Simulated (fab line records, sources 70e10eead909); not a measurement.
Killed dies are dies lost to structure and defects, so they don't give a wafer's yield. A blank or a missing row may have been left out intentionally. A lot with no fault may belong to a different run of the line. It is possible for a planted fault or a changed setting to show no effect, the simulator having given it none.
A struck lot beside a sound one / flow nand_harc / 13 out of 1302 route steps
Sound: these wafers, L730.2, L730.5, L730.6. Struck: wafer L748.3 (left out: L748.2, L748.6 of the same lot, which were not struck); the cause appears at the end.
Each step with rows lists, per side, the tool, then ch with its chambers, then its first start. Under that, the readings that differ: sound wafers / struck wafers / difference of the means / sigmas: that difference in standard deviations of wafers without a fault.
alike: words and numbers the same on both sides, and readings whose means are apart by under 2 such deviations; not compared: readings that were withheld, readings missing a value for some wafer, numbers with overlapping values and no deviation given by the record, and bounds like >300 which may hide the same value.
The two part at a step that has a row with sigmas, a row that says differs or no value, or rows on one side only. Numbers that don't overlap but have no deviation are shown without sigmas and don't part them. A reading missing from all wafers of one side parts the sides only when that side holds two or more wafers.

first, 5 steps without rows for these wafers: NHARC_A_STAIRCASE_EXPOSE_06 (exposes mask STAIR); NHARC_A_STAIRCASE_PEB_07 (peb time 130 s); NHARC_A_STAIRCASE_DEVELOP_08 (time 140 s); NHARC_A_STAIRCASE_HARDBAKE_10 (time 140 s); NHARC_A_STAIRCASE_DESCUM_11 (chemistry O2, time 3 s).
NHARC_A_STAIRCASE_TRIM_12: chemistry O2, time 211.2 s.
  sound on rie_diel-05 ch 1,2, day 15 17:20; struck on rie_diel-05 ch 2, day 22 18:13
  alike: drypump_motor_current_A, oes_product_au, rf_vpp_V, showerhead_plenum_p_Torr, throttle_valve_pct
  not compared: rf_hours_counter_h
then, 2 steps without rows for these wafers: NHARC_A_STAIRCASE_ETCH_13 (etches the open film in C4F8/O2, target depth 100 nm, time 40.5 s); NHARC_A_STAIRCASE_TRIM_14 (chemistry O2, time 211.2 s).
NHARC_A_STAIRCASE_ETCH_15: etches the open film in C4F8/O2, target depth 100 nm, time 40.5 s.
  sound: rie_diel-05 ch 1,2,3; struck: rie_diel-05 ch 1
  alike: oes_product_au, rf_fwd_power_W, rf_vpp_V
  not compared: rf_hours_counter_h
NHARC_A_STAIRCASE_TRIM_16: chemistry O2, time 211.2 s.
  sound: rie_diel-05 ch 1,2,3; struck: rie_diel-05 ch 0
reading=rf_vpp_V (V); sound=57.5 59.3 58.1; struck=56.2; difference=-2.1; sigmas=-2
  alike: drypump_motor_current_A, oes_product_au, showerhead_plenum_p_Torr, throttle_valve_pct
  not compared: rf_hours_counter_h
NHARC_A_STAIRCASE_ETCH_17: etches the open film in C4F8/O2, target depth 100 nm, time 40.5 s.
  sound: rie_diel-05 ch 1,2,3; struck: rie_diel-05 ch 2
  alike: oes_product_au, rf_fwd_power_W, rf_vpp_V
  not compared: rf_hours_counter_h
NHARC_A_STAIRCASE_TRIM_18: chemistry O2, time 211.2 s.
  sound on rie_diel-05 ch 1,3, day 15 18:13; struck on rie_diel-05 ch 3, day 22 18:56
reading=oes_product_au (a.u.); sound=0.994 1.013 1.000; struck=1.176; difference=+0.174; sigmas=+20
  alike: drypump_motor_current_A, rf_vpp_V, showerhead_plenum_p_Torr, throttle_valve_pct
  not compared: rf_hours_counter_h
NHARC_A_STAIRCASE_ETCH_19: etches the open film in C4F8/O2, target depth 100 nm, time 40.5 s.
  sound: rie_diel-05 ch 2,3; struck: rie_diel-05 ch 2
  alike: oes_product_au, rf_fwd_power_W, rf_vpp_V
  not compared: rf_hours_counter_h

WHERE THEY PART
At NHARC_A_STAIRCASE_TRIM_16 first; at NHARC_A_STAIRCASE_TRIM_18 last (within this record only). Later steps at which nothing parts them and some readings are alike: NHARC_A_STAIRCASE_ETCH_19.

WHY: what had been put in by the simulator
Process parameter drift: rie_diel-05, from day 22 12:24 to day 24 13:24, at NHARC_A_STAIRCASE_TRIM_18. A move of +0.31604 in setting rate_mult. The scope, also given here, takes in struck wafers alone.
